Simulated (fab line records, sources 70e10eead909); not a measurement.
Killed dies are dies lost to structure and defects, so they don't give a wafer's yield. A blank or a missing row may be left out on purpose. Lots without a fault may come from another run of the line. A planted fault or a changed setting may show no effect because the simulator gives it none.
Chamber matching | flow nand_harc | NHARC_A_SGD_CUT_ETCH_58 on rie_diel-08: 4 sister chambers
The step etches the open film in CF4, target depth 39 nm, time 65 s. 4 wafers are shown with their chamber, then 9 later ones without.

WAFERS WITH THEIR CHAMBER
wafer  | chamber | drypump_motor_current_A (A)
L086.5 | 0       | 5.8
L087.1 | 3       | 5.9
L087.3 | 1       | 5.7
L087.6 | 2       | 6.3

WAFERS WITHOUT THEIR CHAMBER
wafer  | drypump_motor_current_A (A)
L092.1 | 5.8
L092.3 | 5.6
L092.4 | 5.9
L094.2 | 6.3
L094.3 | 5.9
L094.4 | 5.8
L095.1 | 5.7
L095.2 | 6.3
L095.5 | 5.9

WHICH CHAMBER EACH WENT THROUGH
wafer  | from the rows above | in truth
L092.1 | 0                   | 0
L092.3 | 1                   | 1
L092.4 | 3                   | 3
L094.2 | 2                   | 2
L094.3 | 3                   | 3
L094.4 | 0                   | 0
L095.1 | 1                   | 1
L095.2 | 2                   | 2
L095.5 | 3                   | 3
Placed correctly: 9 of 9. Can't be placed from these rows: 0. Placed wrongly: 0.
How it was worked out, from the rows above alone: a wafer's distance from a chamber is the root of the sum, over the readings, of the square of ((its reading less the chamber's mean) divided by the reading's scatter). The wafer belongs to the nearest chamber; if the next one is less than 2 further off, it can't be placed. A chamber's mean is the mean of its shown wafers. The scatter: with one shown wafer a chamber, the root of the mean of the squares of how far each hidden wafer lies from its nearest shown one.
